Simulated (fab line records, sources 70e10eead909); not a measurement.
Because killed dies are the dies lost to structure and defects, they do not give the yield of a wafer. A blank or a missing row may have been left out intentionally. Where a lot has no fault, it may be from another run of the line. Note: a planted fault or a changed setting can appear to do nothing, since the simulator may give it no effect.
Matching of chambers | flow nand_harc | NHARC_P_M0_PRE_CLEAN_31 on pecvd-02 has 3 sister chambers
The step time 12 s. 3 wafers are shown with their chamber, then 10 later ones without.

== WAFERS WITH THEIR CHAMBER ==
wafer  | chamber | heater_power_w (W)
L088.3 | 1       | 829
L089.2 | 0       | 793
L089.3 | 2       | 601

== WAFERS MISSING THEIR CHAMBER ==
wafer  | heater_power_w (W)
L089.4 | 781
L093.1 | 632
L093.5 | 792
L093.6 | 770
L094.1 | 562
L094.3 | 815
L094.6 | 789
L097.1 | 682
L097.3 | 800
L097.5 | 801

== WHICH CHAMBER EACH ONE RAN IN ==
wafer  | from the rows above     | in truth
L089.4 | can't be placed: 0 or 1 | 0
L093.1 | 2                       | 2
L093.5 | can't be placed: 0 or 1 | 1
L093.6 | can't be placed: 0 or 1 | 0
L094.1 | 2                       | 2
L094.3 | can't be placed: 1 or 0 | 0
L094.6 | can't be placed: 0 or 1 | 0
L097.1 | can't be placed: 2 or 0 | 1
L097.3 | can't be placed: 0 or 1 | 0
L097.5 | can't be placed: 0 or 1 | 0
2 of 10 placed correctly. Unplaceable from these rows: 8, with the true chamber sitting among the candidates in 7. Wrongly placed: 0.
How it was worked out, from the rows above alone: a wafer's distance from a chamber is the root of the sum, over the readings, of the square of ((its reading less the chamber's mean) divided by the reading's scatter). The wafer belongs to the nearest chamber; if the next one is less than 2 further off, it can't be placed. Each chamber's mean is taken over the wafers shown for it. The scatter: with one shown wafer a chamber, the root of the mean of the squares of how far each hidden wafer lies from its nearest shown one.
